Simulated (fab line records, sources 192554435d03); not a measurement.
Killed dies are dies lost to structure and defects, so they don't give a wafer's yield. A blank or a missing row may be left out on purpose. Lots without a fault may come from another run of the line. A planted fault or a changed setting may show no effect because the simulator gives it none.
fab line records | flow n5_finfet
record lots=7 wafers=18 last_day=16
route steps=1938 shown BEOL_M1@826 BEOL_M4@1111 PASSIVATION@1936
lots that met no fault: from a run of the same line without faults
start_h: hours from the record's first day to the start of the lot's first wafer shown | wait_h: hours since the lot's step before | " the same as in the row above | L1.1+2: a row that stands for several wafers | - no value, or no start given | * or withheld: withheld | < > ~ a bound
route shown NAME@n: a module of which the file shows steps, and the number in the route of the first | usual: mean/standard deviation of fault-free wafers | same: alike in all rows | chamber/n: place in a boat | sites: the reading at each site | _std_site: their standard deviation | _edge_site: outer sites' mean less inner sites' | radius_mm: how far each site lies from the wafer's centre | mask NAME#n: copy n | behind: the tool/chamber that last shaped the wafer | hold: why the lot was held/for how many hours/how that ended | device: the transistor (n, p or np) that didn't switch | end of line: the same wafers' tests at the end of the route | a step without rows: its recipe alone | killed: dies lost to structure and defects at the first sort, not the wafer's yield | map: a wafer's dies, x killed, . not, _ none there
set.NAME: the setting as run; set.NAME@STEP: as run at that earlier step | model.NAME: the simulator's own value behind a step, which no gauge read
lots at some steps of the route; a table a step, a row a wafer
services: from which hour (start_h, from the record's first day; less than 0 if before it) a tool's chamber was out of use, for how many hours, and why
## steps
# step N5_BEOL_M1_SPUTTER_92
# recipe material=Cu target_thk_a=45 temp_c=-20 chamber_pressure_pa=0.07 power_w=withheld time_s=8.29
# usual susceptor_temp_C=-19.98/0.11 throttle_valve_pct=29.9/1.3
# columns lot.wafer tool chamber start_h wait_h susceptor_temp_C throttle_valve_pct
L986.1 pvd_sputter-03 - 134.60 0.1 -20.17 30.0
L986.2 " - " " -20.00 32.2
L986.4 " - " " -19.98 30.3
L988.1 pvd_sputter-01 - 146.61 0.1 -19.95 30.6
L988.2 " - " " -19.85 29.1
L988.5 " - " " -19.84 29.6
L994.4 pvd_sputter-02 - 181.79 0.1 -19.92 26.8
L994.5 " - " " -20.01 28.8
L994.6 " - " " -20.00 30.2
L997.1 pvd_sputter-03 - 204.40 0.1 -20.08 30.3
L997.3 " - " " -19.99 30.5
L997.6 " - " " -20.03 30.0
L105.1 pvd_sputter-02 - 248.02 0.1 -19.97 30.3
L105.6 " - " " -20.14 29.8
L106.1 pvd_sputter-03 - 249.25 0.1 -19.86 30.3
L106.6 " - " " -19.97 30.1
L107.1 pvd_sputter-02 - 252.46 0.1 -20.13 28.8
L107.6 " - " " -20.09 30.4
# step N5_BEOL_M1_ANNEAL_93
# recipe temp_c=400 time_s=240 ambient=vacuum
# step N5_BEOL_M1_SPUTTER_94
# recipe material=Cu target_thk_a=45 temp_c=-20 chamber_pressure_pa=0.07 power_w=withheld time_s=8.29
# usual susceptor_temp_C=-20.01/0.11 throttle_valve_pct=29.9/1.3
# columns lot.wafer tool chamber start_h wait_h susceptor_temp_C throttle_valve_pct
L986.1 pvd_sputter-03 - 134.82 0.1 -19.85 29.9
L986.2 " - " " -20.01 31.9
L986.4 " - " " -20.01 30.4
L988.1 pvd_sputter-01 - 146.83 0.1 -19.99 31.0
L988.2 " - " " -19.99 29.2
L988.5 " - " " -20.05 29.7
L994.4 pvd_sputter-02 - 182.01 0.1 -19.90 26.8
L994.5 " - " " -20.00 28.6
L994.6 " - " " -19.78 30.0
L997.1 pvd_sputter-03 - 204.62 0.1 -20.29 30.3
L997.3 " - " " -20.03 30.3
L997.6 " - " " -20.16 29.8
L105.1 pvd_sputter-02 - 248.24 0.1 -19.96 30.3
L105.6 " - " " -19.99 29.7
L106.1 pvd_sputter-03 - 249.47 0.1 -20.00 29.9
L106.6 " - " " -20.05 30.1
L107.1 pvd_sputter-02 - 252.68 0.1 -19.87 28.6
L107.6 " - " " -19.94 30.5
# step N5_BEOL_M1_ANNEAL_95
# recipe temp_c=400 time_s=240 ambient=vacuum
# usual heater_power_w=796/55 susceptor_temp_C=400.00/0.22 susceptor_temp_C_max=400.9/0.43
# columns lot.wafer tool chamber start_h wait_h heater_power_w susceptor_temp_C susceptor_temp_C_max
L986.1 pvd_sputter-03 - 134.90 0.0 718 399.98 401.2
L986.2 " - " " 867 399.99 401.2
L986.4 " - " " 931 399.91 400.5
L988.1 pvd_sputter-01 - 146.91 0.0 813 399.97 401.5
L988.2 " - " " 756 399.69 400.9
L988.5 " - " " 817 400.34 401.0
L994.4 pvd_sputter-02 - 182.09 0.0 727 400.13 401.0
L994.5 " - " " 798 400.09 400.7
L994.6 " - " " 725 400.12 400.9
L997.1 pvd_sputter-03 - 204.70 0.0 813 400.26 401.1
L997.3 " - " " 906 400.21 400.9
L997.6 " - " " 828 399.93 400.7
L105.1 pvd_sputter-02 - 248.32 0.0 728 400.29 401.3
L105.6 " - " " 774 400.05 400.6
L106.1 pvd_sputter-03 - 249.55 0.0 794 400.00 400.7
L106.6 " - " " 799 399.51 400.3
L107.1 pvd_sputter-02 - 252.76 0.0 805 400.07 400.7
L107.6 " - " " 736 399.93 400.9
# step N5_BEOL_M1_SPUTTER_96
# recipe material=Cu target_thk_a=45 temp_c=-20 chamber_pressure_pa=0.07 power_w=withheld time_s=8.29
# step N5_BEOL_M1_ECD_50
# recipe material=Cu target_thk_a=3000
# step N5_BEOL_M1_ANNEAL_51
# recipe temp_c=225 time_s=90 ambient=N2
# step N5_BEOL_M1_CMP_52
# recipe stop_on=SiOC t_overpolish_s=6.8 down_force_psi=1 platen_rpm=50 clearing_platen_down_force_psi=1.5 clearing_platen_rpm=50 post_cmp_clean=cu_alkaline target_thk_nm=40 clearing_platen_pad_velocity_m_s=0.99484 pad_velocity_m_s=0.99484
# usual barrier_field_endpoint_s=24.6/0.56 motor_current_A=6.2/0.67 overpolish_run_s=6.800/0.0092 time_to_endpoint_s=61.9/2.6
# columns lot.wafer tool chamber start_h wait_h barrier_field_endpoint_s motor_current_A overpolish_run_s time_to_endpoint_s
L986.1 cmp-02 1 135.53 0.3 24.8 6.6 6.797 64.4
L986.2 " 2 " " 25.6 5.7 6.790 65.1
L986.4 " 0 " " 25.3 6.5 6.790 59.1
L988.1 cmp-04 2 147.82 0.3 24.8 6.1 6.808 62.3
L988.2 " 0 " " 24.9 6.9 6.821 61.1
L988.5 " 2 " " 24.6 5.6 6.816 61.1
L994.4 cmp-03 3 182.76 0.2 24.2 6.2 6.798 63.7
L994.6 " 2 " " 23.9 5.4 6.799 60.7
L994.5 " 3 " " 25.0 5.9 6.789 66.4
L997.3 cmp-03 2 205.63 0.5 25.5 5.0 6.799 63.2
L997.1 " 1 " " 25.4 7.2 6.806 63.1
L997.6 " 3 " " 25.7 5.8 6.793 65.0
L105.1 cmp-03 0 249.07 0.4 24.6 6.6 6.788 61.6
L105.6 " 2 " " 24.6 5.1 6.802 60.5
L106.1 cmp-04 3 250.22 0.3 24.9 6.8 6.801 60.7
L106.6 " 3 " " 24.9 6.6 6.809 62.1
L107.1 cmp-04 0 253.51 0.4 25.4 7.2 6.788 65.3
L107.6 " 2 " " 25.0 5.7 6.804 65.1
# step N5_BEOL_M1_THK_MEAS_53
# recipe thk_meas_gauge=xrf reads=Cu_of_BEOL_M1_ECD_50
# usual M1_THK=38.3/1.4
# columns lot.wafer tool chamber start_h wait_h M1_THK[nm]
L986.1 film_metro-02 - 135.83 - 36.5
L986.2 " - " " 37.1
L986.4 " - " " 35.5
L988.1 film_metro-02 - 148.08 - 37.4
L988.2 " - " " 39.9
L988.5 " - " " 39.9
L994.4 film_metro-02 - 183.02 - 39.7
L994.5 " - " " 39.4
L994.6 " - " " 39.4
L997.1 film_metro-01 - 205.92 - 37.4
L997.3 " - " " 38.9
L997.6 " - " " 40.6
L105.1 film_metro-02 - 249.25 - 36.4
L105.6 " - " " 38.1
L106.1 film_metro-01 - 250.48 - 38.3
L106.6 " - " " 38.2
L107.1 film_metro-01 - 253.69 - 38.1
L107.6 " - " " 39.5
# step N5_BEOL_M1_PRE_CLEAN_60
# recipe gas=NH3/H2 time_s=15 temp_c=* rf_power_w=300
# step N5_BEOL_M1_CO_CAP_55
# recipe material=Co target_thk_a=20 temp_c=200 precursor=CCTBA/H2 pressure_torr=30 time_s=102.1
# usual heater_power_outer_w=124/13 heater_power_w=237/21 susceptor_temp_C=199.99/0.16
# columns lot.wafer tool chamber start_h wait_h heater_power_outer_w heater_power_w susceptor_temp_C
L986.1 cvd_co-01 2 136.04 0.0 124 244 199.97
L986.2 " 1 " " 137 266 199.80
L986.4 " 1 " " 138 267 199.96
L988.1 cvd_co-02 0 148.16 0.0 136 255 199.62
L988.2 " 1 " " 133 245 200.10
L988.5 " 0 " " 135 257 199.71
L994.4 cvd_co-01 2 183.13 0.0 122 242 200.07
L994.5 " 0 " " 112 214 200.03
L994.6 " 1 " " 140 260 200.07
L997.1 cvd_co-02 1 206.01 0.0 133 246 200.22
L997.3 " 0 " " 136 251 199.93
L997.6 " 1 " " 133 242 200.14
L105.1 cvd_co-01 0 249.33 0.0 112 210 199.80
L105.6 " 2 " " 124 242 199.86
L106.1 cvd_co-01 1 250.56 0.0 137 270 199.84
L106.6 " 2 " " 123 244 200.25
L107.1 cvd_co-02 2 253.77 0.0 108 211 200.14
L107.6 " 1 " " 134 244 199.95
# step N5_BEOL_M1_PRE_CLEAN_56
# recipe gas=NH3 time_s=15 temp_c=withheld rf_power_w=300
# step N5_BEOL_M1_DEP_57
# recipe material=SiCN target_thk_a=80 temp_c=withheld precursor=3MS/NH3 pressure_torr=3 rf_w=202 time_s=14
# usual showerhead_plenum_p_Torr=3.659/0.008 throttle_valve_pct=9.0/0.47
# columns lot.wafer tool chamber start_h wait_h showerhead_plenum_p_Torr throttle_valve_pct model.SiCN_of_BEOL_M1_DEP_57.thk_nm
L986.1 pecvd-02 0 136.20 0.0 3.657 8.6 8
L986.2 " 2 " " 3.650 8.0 8
L986.4 " 1 " " 3.672 9.7 7.8
L988.1 pecvd-04 2 148.27 0.0 3.674 8.9 7.6
L988.2 " 0 " " 3.644 9.6 8.2
L988.5 " 2 " " 3.666 8.6 7.8
L994.4 pecvd-03 1 183.22 0.0 3.654 8.3 8.2
L994.5 " 2 " " 3.656 9.2 8.2
L994.6 " 0 " " 3.658 8.8 8.4
L997.1 pecvd-03 0 206.14 0.0 3.664 8.9 8
L997.3 " 1 " " 3.651 8.5 7.8
L997.6 " 0 " " 3.651 8.8 8
L105.1 pecvd-04 0 249.45 0.0 3.645 9.5 4.4
L105.6 " 1 " " 3.665 9.5 7.8
L106.1 pecvd-04 1 250.69 0.0 3.654 9.5 4.2
L106.6 " 1 " " 3.663 9.6 8
L107.1 pecvd-04 0 253.89 0.0 3.664 9.4 4.4
L107.6 " 2 " " 3.676 9.2 8
# step N5_BEOL_M1_RS_MEAS_58
# recipe thk_meas_gauge=four-point-probe reads=Co_of_BEOL_M1_CO_CAP_55+Cu_of_BEOL_M1_ECD_50+Co_of_BEOL_M1_CVD_47+TaN_of_BEOL_M1_ALD_84
# usual M1_RS=0.68/0.031
# columns lot.wafer tool chamber start_h wait_h M1_RS[ohm/sq]
L986.1 film_metro-01 - 136.26 0.0 0.72
L986.2 " - " " 0.70
L986.4 " - " " 0.74
L988.1 film_metro-02 - 148.34 0.0 0.69
L988.2 " - " " 0.64
L988.5 " - " " 0.64
L994.4 film_metro-01 - 183.28 0.0 0.64
L994.5 " - " " 0.65
L994.6 " - " " 0.64
L997.1 film_metro-02 - 206.22 0.1 0.69
L997.3 " - " " 0.65
L997.6 " - " " 0.62
L105.1 film_metro-01 - 249.51 0.0 0.71
L105.6 " - " " 0.67
L106.1 film_metro-01 - 250.75 0.0 0.69
L106.6 " - " " 0.69
L107.1 film_metro-01 - 253.97 0.1 0.68
L107.6 " - " " 0.65
# step N5_BEOL_M4_RC_MEAS_101
# usual DIBL_N=35.9/1.6 DIBL_P=35.6/2.1 IOFF_N=0.149/0.029 IOFF_P=0.20/0.033 ION_N=671/11 ION_P=460/7.3 SS_N=71.4/0.62 SS_P=73.2/0.65 VT_N=251/3.1 VT_P=-251/3.4
# columns lot.wafer tool chamber start_h wait_h DIBL_N[mV/V] DIBL_P[mV/V] IOFF_N[nA/um] IOFF_P[nA/um] ION_N[uA/um] ION_P[uA/um] SS_N[mV/dec] SS_P[mV/dec] VT_N[mV] VT_P[mV]
L986.1 prober-02 0 165.30 0.0 34.7 35.3 0.124 0.17 662 454 71.0 73.4 256 -254
L986.2 " 0 " " 34.8 35.0 0.120 0.16 652 450 70.7 73.1 255 -255
L986.4 " 0 " " 36.1 34.7 0.132 0.15 653 445 71.4 73.5 254 -258
L988.1 prober-01 0 179.69 0.0 31.9 32.8 0.102 0.14 645 446 70.8 71.8 257 -260
L988.2 " 0 " " 34.2 36.0 0.132 0.17 662 458 70.9 73.2 254 -255
L988.5 " 0 " " 34.3 36.6 0.145 0.18 672 464 71.8 73.0 251 -257
L994.4 prober-01 0 209.50 0.5 38.4 40.8 0.194 0.27 684 474 72.3 74.1 249 -245
L994.5 " 0 " " 37.5 40.9 0.187 0.27 691 475 71.2 74.5 246 -245
L994.6 " 0 " " 37.2 39.6 0.186 0.25 692 475 71.2 74.3 248 -247
L997.1 prober-01 0 236.34 0.0 34.7 33.5 0.129 0.20 663 460 71.4 73.7 251 -249
L997.3 " 0 " " 34.8 33.8 0.125 0.22 653 463 71.2 73.2 254 -249
L997.6 " 0 " " 35.6 33.3 0.139 0.22 661 454 71.1 72.9 251 -246
L105.1 prober-02 0 280.85 0.0 33.7 33.6 0.127 0.18 666 464 71.3 73.2 250 -250
L105.6 " 0 " " 35.7 35.1 0.146 0.21 661 455 71.1 73.0 252 -250
L106.1 prober-01 0 283.36 0.0 35.7 34.9 0.132 0.20 672 465 72.0 73.4 254 -250
L106.6 " 0 " " 35.0 34.5 0.129 0.21 673 470 71.4 72.9 252 -250
L107.1 prober-02 0 288.83 0.0 36.2 35.5 0.185 0.22 677 463 71.8 74.1 248 -250
L107.6 " 0 " " 38.2 38.4 0.237 0.28 687 464 72.3 75.4 243 -249
# step N5_PASSIVATION_PROBE_49
# usual defect_limited_yield=90.9/1.5 killed_at_M0_to_M3=36/9.9 killed_at_M4_up=13/4.5 killed_at_contacts=13/6.4 killed_at_front_end=42/12 killed_at_other=3.4/3 killed_dies=107/18 killed_open=69/13 killed_short=35/8.2 sort_bin_5_function=5.3/1.1 sort_bin_6_memory=3.4/0.69 sort_bin_8_speed=0.00/0.0071 sort_n_pass=1073/18 sort_yield_pct=90.9/1.5
# same gross_dies=1180 killed_at_back_side=0 sort_bin_4_leakage[%]=0
# columns lot.wafer tool chamber start_h wait_h defect_limited_yield[%] killed_at_M0_to_M3 killed_at_M4_up killed_at_contacts killed_at_front_end killed_at_other killed_dies killed_open killed_short sort_bin_5_function[%] sort_bin_6_memory[%] sort_bin_8_speed[%] sort_n_pass sort_yield_pct[%]
L988.1 prober-01 - 275.51 0.0 90.3 41 15 13 41 4 114 71 43 6.4 2.8 0 1066 90.3
L988.2 prober-01 - 275.56 0.1 93.8 29 8 4 23 9 73 44 29 3.2 2.5 0 1107 93.8
L988.5 prober-01 - 275.71 0.2 92.8 27 7 15 31 5 85 56 29 4.4 2.5 0 1095 92.8
L997.1 prober-01 - 333.57 0.0 91.8 46 17 6 28 0 97 60 37 4.6 3.4 0 1083 91.8
L997.3 prober-01 - 333.67 0.1 90.3 37 18 9 48 3 115 74 36 5.6 3.5 0 1065 90.3
L997.6 prober-01 - 333.82 0.3 91.4 37 8 11 45 1 102 67 33 4.7 3.6 0 1078 91.4
L105.1 prober-01 - 376.81 0.8 87.9 50 17 9 64 3 143 95 44 7.0 4.6 0 1037 87.9
L105.6 prober-01 - 377.06 1.0 89.1 32 18 15 62 2 129 81 45 6.7 3.6 0 1051 89.1
L106.1 prober-02 - 386.71 0.0 91.2 35 10 17 24 18 104 60 42 5.5 2.8 0 1076 91.2
L107.1 prober-01 - 391.63 0.0 88.6 37 19 14 60 5 135 93 37 6.5 4.7 0 1045 88.6
L107.6 prober-01 - 391.88 0.3 93.2 22 17 9 30 2 80 48 31 4.2 2.3 0 1100 93.2
# killed by level:class
L988.1 BEOL_M0_SAQP:geometric_particle:short=19 BEOL_M0_SAQP:geometric_particle:open=18 FIN_SAQP:geometric_particle:open=15 MOL_CONTACT_COAG:geometric_particle:open=12 FIN_SAQP:geometric_particle:short=9 BEOL_M4:geometric_particle:open=5 STARTING-WAFER:geometric_particle:short=4 STI_FIN_REVEAL:geometric_particle:open=3
L988.2 BEOL_M0_SAQP:geometric_particle:short=8 BEOL_M0_SAQP:geometric_particle:open=7 BEOL_M2:geometric_particle:open=6 STI_FIN_REVEAL:geometric_particle:short=3 STI_FIN_REVEAL:geometric_particle:open=3 ILD0:geometric_particle:open=3 MOL_CONTACT_COAG:geometric_particle:open=3 BEOL_M3:geometric_particle:open=3
L988.5 FIN_SAQP:geometric_particle:open=18 MOL_CONTACT_COAG:geometric_particle:open=9 BEOL_M0_SAQP:geometric_particle:short=8 MOL_CONTACT_COAG:geometric_particle:short=6 BEOL_M3:geometric_particle:open=5 BEOL_M2:geometric_particle:open=4 STARTING-WAFER:geometric_particle:open=3 BEOL_M0_SAQP:geometric_particle:open=3
L997.1 BEOL_M2:geometric_particle:open=13 FIN_SAQP:geometric_particle:short=9 BEOL_M0_SAQP:geometric_particle:short=9 FIN_SAQP:geometric_particle:open=6 MOL_CONTACT_COAG:geometric_particle:open=6 BEOL_M3:geometric_particle:open=6 BEOL_M1:geometric_particle:open=5 BEOL_M2:geometric_particle:short=5
L997.3 BEOL_M1:geometric_particle:open=11 FIN_SAQP:geometric_particle:short=9 STI_FIN_REVEAL:geometric_particle:open=9 MOL_CONTACT_COAG:geometric_particle:open=9 BEOL_M0_SAQP:geometric_particle:short=9 FIN_SAQP:geometric_particle:open=7 BEOL_M4:geometric_particle:open=7 BEOL_M0_SAQP:geometric_particle:open=5
L997.6 FIN_SAQP:geometric_particle:short=13 BEOL_M0_SAQP:geometric_particle:open=12 MOL_CONTACT_COAG:geometric_particle:open=10 FIN_SAQP:geometric_particle:open=9 BEOL_M2:geometric_particle:open=9 BEOL_M0_SAQP:geometric_particle:short=6 ILD0:geometric_particle:open=4 BEOL_M3:geometric_particle:open=4
L105.1 FIN_SAQP:geometric_particle:open=20 GATE_CUT:geometric_particle:short=15 STI_FIN_REVEAL:geometric_particle:open=13 BEOL_M2:geometric_particle:open=11 BEOL_M1:geometric_particle:open=8 BEOL_M4:geometric_particle:open=8 BEOL_M3:geometric_particle:open=8 BEOL_M0:geometric_particle:open=7
L105.6 FIN_SAQP:geometric_particle:open=17 MOL_CONTACT_COAG:geometric_particle:open=11 BEOL_M5:geometric_particle:open=9 FIN_SAQP:geometric_particle:short=8 DUMMY_GATE:geometric_particle:open=7 STI_FIN_REVEAL:geometric_particle:open=5 GATE_CUT:geometric_particle:short=5 BEOL_M2:geometric_particle:open=5
L106.1 MOL_CONTACT_COAG:geometric_particle:open=14 BEOL_M0_SAQP:geometric_particle:open=13 BEOL_M0_SAQP:geometric_particle:short=13 PAD_METAL:geometric_particle:short=6 MIM_TOP:geometric_particle:short=5 PAD_METAL:geometric_particle:open=4 FIN_SAQP:geometric_particle:open=3 FIN_SAQP:geometric_particle:short=3
L107.1 FIN_SAQP:geometric_particle:open=27 FIN_SAQP:geometric_particle:short=19 BEOL_M3:geometric_particle:open=15 MOL_CONTACT_COAG:geometric_particle:open=12 BEOL_M4:geometric_particle:open=11 BEOL_M2:geometric_particle:open=7 BEOL_M0_SAQP:geometric_particle:open=4 BEOL_M3:geometric_particle:short=4
L107.6 FIN_SAQP:geometric_particle:short=11 BEOL_M4:geometric_particle:open=8 FIN_SAQP:geometric_particle:open=7 MOL_CONTACT_COAG:geometric_particle:open=7 BEOL_M2:geometric_particle:open=6 DUMMY_GATE:geometric_particle:open=4 BEOL_M0_SAQP:geometric_particle:open=4 BEOL_M3:geometric_particle:short=4
## services
# columns tool chamber start_h hours kind
cvd_co-02 1 114.74 - clean
cvd_co-02 1 114.74 22.0 scheduled_down
cvd_co-02 1 114.74 22.0 vent_cycle
cvd_co-02 - 123.56 6.9 pm
pvd_sputter-02 - 124.06 2.1 repair
pecvd-04 - 129.76 2.1 repair
cvd_co-02 - 130.46 2.8 pm
cvd_co-01 - 134.02 1.2 repair
pecvd-04 - 134.06 2.2 repair
cmp-02 - 148.75 66.2 repair
pecvd-04 2 169.33 2.1 scheduled_down
cvd_co-02 1 187.00 10.4 repair
cmp-04 - 192.23 4.0 pm
pecvd-02 0 192.85 6.5 repair
cmp-04 - 196.23 - consumable_replace:conditioner
cmp-04 - 196.23 - consumable_replace:pad
cmp-03 - 196.27 4.3 pm
cvd_co-01 0 211.71 6.2 repair
pecvd-04 - 218.53 6.0 pm
cmp-03 - 222.71 2.0 repair
cmp-04 - 223.82 2.0 repair
pecvd-03 2 228.10 7.4 repair
pecvd-02 0 238.79 12.3 repair
cmp-03 - 249.92 4.0 pm
## key
first_sign none at tools or gauges
model_effect step=N5_BEOL_M1_DEP_57 value=SiCN_of_BEOL_M1_DEP_57.thk_nm without=7.867 struck=4.333
met_at N5_BEOL_M1_DEP_57
struck_wafers L105.1,L106.1,L107.1
onset_between 148.27 249.45
fault kind=process_parameter_drift tool=pecvd-04 chamber=- onset_h=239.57 steps=N5_BEOL_M1_DEP_57 channel=time_s offset=* shape=step end_h=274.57 scope=struck_wafers_only acts_in=* stated=*
